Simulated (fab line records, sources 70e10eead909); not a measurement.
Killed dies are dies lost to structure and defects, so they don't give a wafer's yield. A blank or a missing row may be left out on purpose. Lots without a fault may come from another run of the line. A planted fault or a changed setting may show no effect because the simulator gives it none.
A struck lot beside a sound one | flow nand_harc | 14 steps out of a route of 1302
Sound: wafers L865.1, L865.2, L865.4. Struck: wafers L882.1, L882.6. (L882.2 of the same lot was not struck and is left out.) The cause comes at the end.
At each step with rows: each side's tool, then ch and its chambers, then its first start. Under that, the readings that differ: sound wafers | struck wafers | difference of the means | sigmas: that difference in standard deviations of wafers without a fault.
alike: readings whose means differ by less than 2 such deviations, and words and numbers that are the same on both sides. not compared: withheld readings, readings that some wafer has no value for, bounds like >300 that may hide the same value, and numbers for which the record gives no deviation and whose values overlap.
The two part at a step that has a row with sigmas, a row that says differs or no value, or rows on one side only. Numbers that don't overlap but have no deviation are shown without sigmas and don't part them. A reading that every wafer of one side lacks parts them only if that side has two wafers or more.

first, 9 steps without rows for these wafers: NHARC_THIN_TSV_PVD_24 (deposits Al, target thk 800 nm); NHARC_THIN_TSV_DEHYDRATE_25 (time 120 s); NHARC_THIN_TSV_HMDS_26 (time 30 s); NHARC_THIN_TSV_COAT_27; NHARC_THIN_TSV_SOFTBAKE_28 (time 95 s); NHARC_THIN_TSV_EBR_29; NHARC_THIN_TSV_EXPOSE_30 (exposes mask PAD); NHARC_THIN_TSV_PEB_31 (peb time 85 s); NHARC_THIN_TSV_DEVELOP_32 (time 70 s).
NHARC_THIN_TSV_CD_MEAS_33: target cd 5000 nm.
  sound on cd_sem-02 ch 0, day 24 16:13; struck on cd_sem-03 ch 0, day 31 17:49
  alike: cd_nm
then, 1 step without rows for these wafers: NHARC_THIN_TSV_HARDBAKE_34 (time 80 s).
NHARC_THIN_TSV_DESCUM_35: chemistry O2, time 3 s.
  sound on rie_diel-01 ch 1,2,3, day 24 16:22; struck on rie_diel-05 ch 1,3, day 31 17:59
  alike: drypump_motor_current_A, oes_product_au, rf_vpp_V, showerhead_plenum_p_Torr, throttle_valve_pct
  not compared: rf_hours_counter_h
NHARC_THIN_TSV_ETCH_59: etches the open film in Cl2/BCl3, target depth 880 nm, time 138.1 s.
  sound on rie_metal-01 ch 0,1, day 24 16:30; struck on rie_metal-03 ch 1, day 31 18:06
  reading                     | sound             | struck      | difference | sigmas
  drypump_motor_current_A (A) | 5.3 5.6 5.3       | 6.4 6.4     | +1.0       | +2
  oes_product_au (a.u.)       | 1.011 0.999 0.992 | 0.929 0.939 | -0.067     | -10
  alike: throttle_valve_pct
  not compared: rf_hours_counter_h
NHARC_THIN_TSV_ETCH_36: etches the open film in Cl2/BCl3, target depth 65 nm, time 18.571 s.
  sound on rie_metal-01 ch 0,1, day 24 16:45; struck on rie_metal-03 ch 0, day 31 18:26
  alike: drypump_motor_current_A, oes_product_au
  not compared: rf_hours_counter_h

WHERE THEY PART
Only at NHARC_THIN_TSV_ETCH_59, within this record. Later steps at which nothing parts them and some readings are alike: NHARC_THIN_TSV_ETCH_36.

WHY: what the simulator had put in
Process parameter drift: rie_metal-03, from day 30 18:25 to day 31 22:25, at NHARC_THIN_TSV_ETCH_59. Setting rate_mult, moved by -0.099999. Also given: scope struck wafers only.
